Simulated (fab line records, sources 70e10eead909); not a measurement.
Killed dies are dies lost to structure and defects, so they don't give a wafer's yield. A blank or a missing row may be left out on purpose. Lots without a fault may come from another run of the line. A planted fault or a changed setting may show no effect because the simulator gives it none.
A struck lot beside a sound one | flow nand_harc | 40 steps out of a route of 1159
Sound: wafers L345.1, L345.2, L345.4. Struck: wafer L343.6. The cause comes at the end.
At each step with rows: each side's tool, then ch and its chambers, then its first start. Under that, the readings that differ: sound wafers | struck wafers | difference of the means | sigmas: that difference in standard deviations of wafers without a fault.
alike: readings whose means differ by less than 2 such deviations, and words and numbers that are the same on both sides. not compared: withheld readings, readings that some wafer has no value for, bounds like >300 that may hide the same value, and numbers for which the record gives no deviation and whose values overlap.
The two part at a step that has a row with sigmas, a row that says differs or no value, or rows on one side only. Numbers that don't overlap but have no deviation are shown without sigmas and don't part them. A reading that every wafer of one side lacks parts them only if that side has two wafers or more.

first, 7 steps without rows for these wafers: NHARC_A_STAIRCASE_EBR_05; NHARC_A_STAIRCASE_EXPOSE_06 (exposes mask STAIR); NHARC_A_STAIRCASE_PEB_07 (peb time 130 s); NHARC_A_STAIRCASE_DEVELOP_08 (time 140 s); NHARC_A_STAIRCASE_HARDBAKE_10 (time 140 s); NHARC_A_STAIRCASE_DESCUM_11 (chemistry O2, time 3 s); NHARC_A_STAIRCASE_TRIM_12 (chemistry O2, time 211.2 s).
NHARC_A_STAIRCASE_ETCH_13: etches the open film in C4F8/O2, target depth 100 nm, time 40.5 s.
  sound on rie_diel-06 ch 0,1,3; struck on rie_diel-04 ch 0
  reading    | sound                | struck | difference | sigmas
  bias_w (W) | 1007.0 1001.1 1000.1 | 995.2  | -7.5       | -3
  alike: oes_product_au, rf_vpp_V
  not compared: rf_hours_counter_h
then, 3 steps without rows for these wafers: NHARC_A_STAIRCASE_TRIM_14 (chemistry O2, time 211.2 s); NHARC_A_STAIRCASE_ETCH_15 (etches the open film in C4F8/O2, target depth 100 nm, time 40.5 s); NHARC_A_STAIRCASE_TRIM_16 (chemistry O2, time 211.2 s).
NHARC_A_STAIRCASE_ETCH_17: etches the open film in C4F8/O2, target depth 100 nm, time 40.5 s.
  sound on rie_diel-06 ch 1,2,3, day 14 14:35; struck on rie_diel-04 ch 3, day 14 01:27
  alike: bias_w, oes_product_au, rf_vpp_V
  not compared: rf_hours_counter_h
then, 4 steps without rows for these wafers: NHARC_A_STAIRCASE_TRIM_18 (chemistry O2, time 211.2 s); NHARC_A_STAIRCASE_ETCH_19 (etches the open film in C4F8/O2, target depth 100 nm, time 40.5 s); NHARC_A_STAIRCASE_TRIM_20 (chemistry O2, time 211.2 s); NHARC_A_STAIRCASE_ETCH_21 (etches the open film in C4F8/O2, target depth 100 nm, time 40.5 s).
NHARC_A_STAIRCASE_TRIM_22: chemistry O2, time 211.2 s.
  sound on rie_diel-05 ch 0,2,3; struck on rie_diel-04 ch 0
  alike: drypump_motor_current_A, oes_product_au, rf_vpp_V, showerhead_plenum_p_Torr, throttle_valve_pct
  not compared: rf_hours_counter_h
then, 1 step without rows for these wafers: NHARC_A_STAIRCASE_ETCH_23 (etches the open film in C4F8/O2, target depth 100 nm, time 40.5 s).
NHARC_A_STAIRCASE_TRIM_24: chemistry O2, time 211.2 s.
  sound on rie_diel-05 ch 0,1,2; struck on rie_diel-04 ch 0
  reading      | sound          | struck | difference | sigmas
  rf_vpp_V (V) | 57.5 56.1 56.8 | 58.9   | +2.1       | +3
  alike: drypump_motor_current_A, oes_product_au, showerhead_plenum_p_Torr, throttle_valve_pct
  not compared: rf_hours_counter_h
then, 16 steps without rows for these wafers: NHARC_A_STAIRCASE_ETCH_25 (etches the open film in C4F8/O2, target depth 100 nm, time 40.5 s); NHARC_A_STAIRCASE_TRIM_26 (chemistry O2, time 211.2 s); NHARC_A_STAIRCASE_ETCH_27 (etches the open film in C4F8/O2, target depth 100 nm, time 40.5 s); NHARC_A_STAIRCASE_STRIP_175 (strips in O2); NHARC_A_STAIRCASE_STRIP_148 (strips in SPM, time 900 s); NHARC_A_STAIRCASE_PRECLEAN_149 (cleans in SC1); NHARC_A_STAIRCASE_SRD_150; NHARC_A_STAIRCASE_DEHYDRATE_176 (time 120 s); NHARC_A_STAIRCASE_HMDS_177 (time 30 s); NHARC_A_STAIRCASE_COAT_178; NHARC_A_STAIRCASE_SOFTBAKE_179 (time 170 s); NHARC_A_STAIRCASE_EBR_180; NHARC_A_STAIRCASE_EXPOSE_181 (exposes mask STAIR 2); NHARC_A_STAIRCASE_PEB_182 (peb time 130 s); NHARC_A_STAIRCASE_DEVELOP_183 (time 140 s); NHARC_A_STAIRCASE_HARDBAKE_185 (time 140 s).
NHARC_A_STAIRCASE_DESCUM_186: chemistry O2, time 3 s.
  sound on rie_diel-06 ch 1,2,3, day 14 18:58; struck on rie_diel-06 ch 2, day 14 04:46
  reading                | sound                | struck | difference | sigmas
  throttle_valve_pct (%) | 11.315 11.315 11.303 | 11.334 | +0.023     | +2
  alike: drypump_motor_current_A, oes_product_au, rf_vpp_V, showerhead_plenum_p_Torr
  not compared: rf_hours_counter_h
NHARC_A_STAIRCASE_TRIM_187: chemistry O2, time 211.2 s.
  sound on rie_diel-06 ch 0,1,2, day 14 19:04; struck on rie_diel-06 ch 3, day 14 04:57
  reading      | sound          | struck | difference | sigmas
  rf_vpp_V (V) | 56.5 56.1 57.2 | 60.1   | +3.5       | +4
  alike: drypump_motor_current_A, oes_product_au, showerhead_plenum_p_Torr, throttle_valve_pct
  not compared: rf_hours_counter_h
then, 1 step without rows for these wafers: NHARC_A_STAIRCASE_ETCH_188 (etches the open film in C4F8/O2, target depth 100 nm, time 40.5 s).
-- the record jumps here: 4 days lie between the struck wafers' starts before and after (it left off in module A_STAIRCASE and takes up again in module A_SGD_CUT, whose first step shown is number 761 of the route) --
NHARC_A_SGD_CUT_DESCUM_14: chemistry O2, time 3 s.
  sound on rie_diel-07 ch 1,2,3, day 17 08:46; struck on rie_diel-03 ch 3, day 17 17:20
  reading                         | sound                | struck                    | difference                   | sigmas
  hold                            | - - -                | await_dispo/10.5h/release | no value on the sound wafers |
  showerhead_plenum_p_Torr (Torr) | 1.82 1.88 1.79       | 2.00                      | +0.17                        | +2
  throttle_valve_pct (%)          | 11.307 11.313 11.314 | 11.293                    | -0.018                       | -2
  alike: drypump_motor_current_A, oes_product_au, rf_vpp_V
  not compared: rf_hours_counter_h
-- the record jumps here: 6 days lie between the struck wafers' starts before and after (it left off in module A_SGD_CUT and takes up again in module END, whose first step shown is number 1159 of the route) --
NHARC_END_SORT_01:
  the record has rows for the struck wafers here (prober-01 ch 0, day 23 09:47) and none for the sound ones

WHERE THEY PART
First at NHARC_A_STAIRCASE_ETCH_13; last, within this record, at NHARC_END_SORT_01.

WHY: what the simulator had put in
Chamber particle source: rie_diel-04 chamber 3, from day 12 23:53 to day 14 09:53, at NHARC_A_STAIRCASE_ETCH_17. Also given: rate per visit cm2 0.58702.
